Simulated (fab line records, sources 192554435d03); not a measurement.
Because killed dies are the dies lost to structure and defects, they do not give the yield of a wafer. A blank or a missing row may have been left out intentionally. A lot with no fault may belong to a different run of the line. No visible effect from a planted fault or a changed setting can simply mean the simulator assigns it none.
fab line records	flow n5-finfet
record: lots: 7	wafers: 39
route steps=1938 shown PMOS_HMC_CHANNEL_EPI@64 FIN_SAQP@138 SD_EPI_P@310 DUMMY_REMOVAL@382 MOL_CONTACT_COAG@559 BEOL_M0_SAQP@692 BEOL_M4@1098
start-h: hours from the record's opening day to when the first of the lot's shown wafers began	wait-h: time in hours since the lot's previous step	" identical to the entry in the row above	L1.1+2: a row that stands for several wafers	- no value present, or no start provided	* or withheld: withheld	< > ~ a bound
route shown NAME@n: NAME is a module with steps in the file, n the number in the route of the first one	usual: mean/standard deviation taken from wafers without a fault	same: alike in all rows	chamber/n: place in a boat	sites: the reading at each site	_std_site: the values' standard deviation	_edge_site: mean of outer sites minus mean of inner sites	radius-mm: how far each site lies from the wafer's centre	mask NAME#n: copy n	behind: the tool/chamber that last shaped the wafer	hold: the reason the lot was held/the length of the hold in hours/how it ended	device: names the non-switching transistor (n, p or np)	end of line: tests run on the same wafers once the route is complete	for a step that has no rows: nothing shown but its recipe	killed: not the wafer's yield, but the dies lost to structure and defects at the first sort	map: the dies of a wafer, with x for killed, . for not killed, _ for no die there
set.NAME: the setting that was run; set.NAME@STEP: the one run at that earlier step	model.NAME: the simulator's own value behind a step, which no gauge read
one table per step and one row per wafer, for lots whose settings were changed on purpose
== steps ==
step: N5_PMOS_HMC_CHANNEL_EPI_DEVELOP_08
recipe: develop-time-s: 30	developer: TMAH	resist: CAR-ArF-block	dev-temp-c: 23	rinse-liquid: diw	dry: air-spin
step: N5_FIN_SAQP_SPACER2_ALD_28
recipe: material: SiO2	target-thk-a: 81	temp-c: 300	ald-precursor-family: BDEAS	ald-co-reactant: O2-plasma	pulse-time-s: 1	purge-time-s: 2	co-reactant-purge-time-s: 2	pressure-torr: 2
step: N5_SD_EPI_P_ETCHBACK_46
recipe: chemistry: CH3F/O2	mode: anisotropic-etchback	target: SiNx	target-depth-a: 175	stop-on: SiO2	over-etch-frac: 0.3	ion-energy-ev: 120	pressure-mtorr: 30	source-w: 395	bias-w: 73	Ar_flow_sccm: 150	CH3F_flow_sccm: 30	O2_flow_sccm: 20
step: N5_DUMMY_REMOVAL_PRECLEAN_08
recipe: chemistry: NF3:NH3	afs-cycles: 2	temp-c: 30	time-s: 20	sublimation-temp-c: 180	sublimation-time-s: 60	pressure-torr: 3	rf-power-w: 30
step: N5_MOL_CONTACT_COAG_ALD_27
recipe: material: SiOC	target-thk-a: 170	temp-c: 400	ald-precursor-family: carbosiloxane	ald-co-reactant: H2-plasma	pulse-time-s: 1.5	time-s: 2720	purge-time-s: 2	co-reactant-purge-time-s: 2	ald-cycles: 340	pressure-torr: 2
step: N5_BEOL_M0_SAQP_DESCUM_45
recipe: chemistry: O2	time-s: 7	source-power-w: 50	bias-power-w: 20	pressure-mtorr: 20	rf-frequency-hz: 2.712e+07	temp-c: 40	resist: CAR-EUV	o2-flow-sccm: 225
step: N5_BEOL_M4_SPUTTER_94
recipe: material: Cu	target-thk-a: 45	temp-c: -20	chamber-pressure-pa: 0.07	power-w: withheld	time-s: 8.29
step: N5_BEOL_M4_RC_MEAS_101
usual: DIBL_N: 36.6/1.1	DIBL_P: 36.7/1.5	VT_N_LVT: 99.2/2.6	VT_P_LVT: -99/3
lot.wafer	tool	chamber	start-h	wait-h	set.develop-time-s@PMOS_HMC_CHANNEL_EPI_DEVELOP_08	set.target-thk-a@FIN_SAQP_SPACER2_ALD_28	set.target-depth-a@SD_EPI_P_ETCHBACK_46	set.time-s@DUMMY_REMOVAL_PRECLEAN_08	set.time-s@MOL_CONTACT_COAG_ALD_27	set.time-s@BEOL_M0_SAQP_DESCUM_45	set.target-thk-a@BEOL_M4_SPUTTER_94	DIBL_N[mV/V]	DIBL_P[mV/V]	VT_N_LVT[mV]	VT_P_LVT[mV]
L074.1	prober-02	0	233.55	0.0	30	81	175	20	2720	7	58.69	36.8	35.9	98.9	-95
L074.2	"	0	"	"	30	109.3	227.9	20	1453	7	45	54.0	60.3	57.9	-68
L074.3	"	0	"	"	24.83	109.3	227.9	23.03	2720	7	58.69	54.8	61.3	57.1	-66
L074.4	"	0	"	"	24.83	81	175	23.03	1453	7	58.69	37.9	37.0	95.9	-92
L074.5	"	0	"	"	24.83	81	227.9	20	1453	7	45	36.5	36.7	99.3	-92
L074.6	"	0	"	"	30	109.3	175	23.03	2720	7	45	55.2	59.9	55.9	-68
L078.1	prober-01	0	252.60	0.0	30	109.7	175	16.18	2720	5.128	45	55.9	60.6	55.2	-73
L078.2	"	0	"	"	30	109.7	219.7	20	2720	7	45	55.4	63.0	54.9	-70
L078.3	"	0	"	"	22.7	81	219.7	20	2720	5.128	45	34.9	35.3	98.3	-101
L078.4	"	0	"	"	30	81	219.7	16.18	2720	5.128	45	37.4	38.8	95.2	-97
L078.5	"	0	"	"	22.7	109.7	175	20	2720	7	45	54.9	62.1	54.5	-73
L078.6	"	0	"	"	22.7	81	175	16.18	2720	7	45	37.3	36.9	97.5	-99
L083.1	prober-01	0	258.26	0.0	30	51.99	175	31.99	2720	7	23.5	17.2	12.1	146.1	-129
L083.2	"	0	"	"	21.46	81	175	20	2720	7	45	37.6	39.9	100.4	-100
L083.3	"	0	"	"	30	81	228	20	3501	7	45	35.2	37.5	103.6	-100
L083.4	"	0	"	"	21.46	51.99	228	31.99	3501	7	45	17.6	13.8	145.2	-127
L083.5	"	0	"	"	21.46	81	175	31.99	3501	7	23.5	35.1	36.7	101.8	-102
L083.6	"	0	"	"	30	51.99	228	20	2720	7	23.5	18.3	14.4	143.9	-125
L081.1	prober-01	0	275.66	0.0	30	81	175	27.44	2720	7	18.19	36.5	36.5	101.7	-98
L081.2	"	0	"	"	12.68	81	237.5	27.44	2720	8.206	18.19	34.3	35.6	102.7	-96
L081.3	"	0	"	"	30	107.5	237.5	20	2720	8.206	45	52.3	60.6	61.1	-70
L081.4	"	0	"	"	12.68	107.5	175	27.44	2720	7	45	54.4	59.7	60.2	-72
L081.5	"	0	"	"	12.68	81	175	20	2720	8.206	18.19	36.2	37.0	99.9	-97
L081.6	"	0	"	"	30	107.5	237.5	20	2720	7	45	55.0	62.6	58.9	-70
L084.1	prober-01	0	284.41	0.0	30	54.45	175	20	3793	9.252	28.39	20.1	13.4	142.4	-125
L084.2	"	0	"	"	30	81	253	20	3793	9.252	45	36.9	36.9	103.8	-99
L084.3	"	0	"	"	30	81	175	28.81	2720	9.252	28.39	38.0	37.0	103.5	-101
L084.4	"	0	"	"	30	81	175	28.81	3793	7	45	35.9	34.9	106.7	-102
L084.5	"	0	"	"	30	54.45	253	20	2720	7	45	21.1	15.5	140.9	-121
L084.6	"	0	"	"	30	54.45	253	28.81	2720	7	28.39	19.5	13.9	142.2	-124
L082.1	prober-02	0	289.78	0.0	30	35.94	147.4	25.69	4266	7	45	7.9	-4.4	168.1	-142
L082.2	"	0	"	"	42.38	81	147.4	25.69	4266	7	45	36.7	34.9	102.4	-99
L082.3	"	0	"	"	42.38	35.94	175	25.69	2720	7	45	9.5	-1.8	164.3	-139
L082.4	"	0	"	"	42.38	35.94	175	20	2720	7	45	8.8	-2.5	166.7	-141
L082.5	"	0	"	"	30	81	175	20	4266	7	45	37.5	36.2	99.9	-99
L082.6	"	0	"	"	30	81	147.4	20	2720	7	45	37.6	36.3	99.9	-98
L095.1	prober-01	0	362.52	0.0	30	81	175	20	2720	7	45	38.1	38.4	97.2	-94
L095.3	"	0	"	"	30	81	175	20	2720	7	45	38.3	38.0	95.6	-95
L095.5	"	0	"	"	30	81	175	20	2720	7	45	37.8	37.9	97.7	-96
== key ==
split: step: N5_PMOS_HMC_CHANNEL_EPI_DEVELOP_08	setting: develop-time-s	stated-as: 30
response none clear
split: step: N5_FIN_SAQP_SPACER2_ALD_28	setting: target-thk-a	stated-as: 81
response: step: N5_BEOL_M4_RC_MEAS_101	reading: VT_N_LVT	slope: -1.19	per: 1%	together-with: all	explained: 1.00
response: step: N5_BEOL_M4_RC_MEAS_101	reading: VT_P_LVT	slope: +0.748	per: 1%	together-with: all	explained: 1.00
response: step: N5_BEOL_M4_RC_MEAS_101	reading: DIBL_P	slope: +0.697	per: 1%	together-with: all	explained: 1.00
response: step: N5_BEOL_M4_RC_MEAS_101	reading: DIBL_N	slope: +0.516	per: 1%	together-with: all	explained: 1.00
split: step: N5_SD_EPI_P_ETCHBACK_46	setting: target-depth-a	stated-as: 175
response none clear
split: step: N5_DUMMY_REMOVAL_PRECLEAN_08	setting: time-s	stated-as: 20
response none clear
split: step: N5_MOL_CONTACT_COAG_ALD_27	setting: time-s	stated-as: 2720
response none clear
split: step: N5_BEOL_M0_SAQP_DESCUM_45	setting: time-s	stated-as: 7
response none clear
split: step: N5_BEOL_M4_SPUTTER_94	setting: target-thk-a	stated-as: 45
response none clear
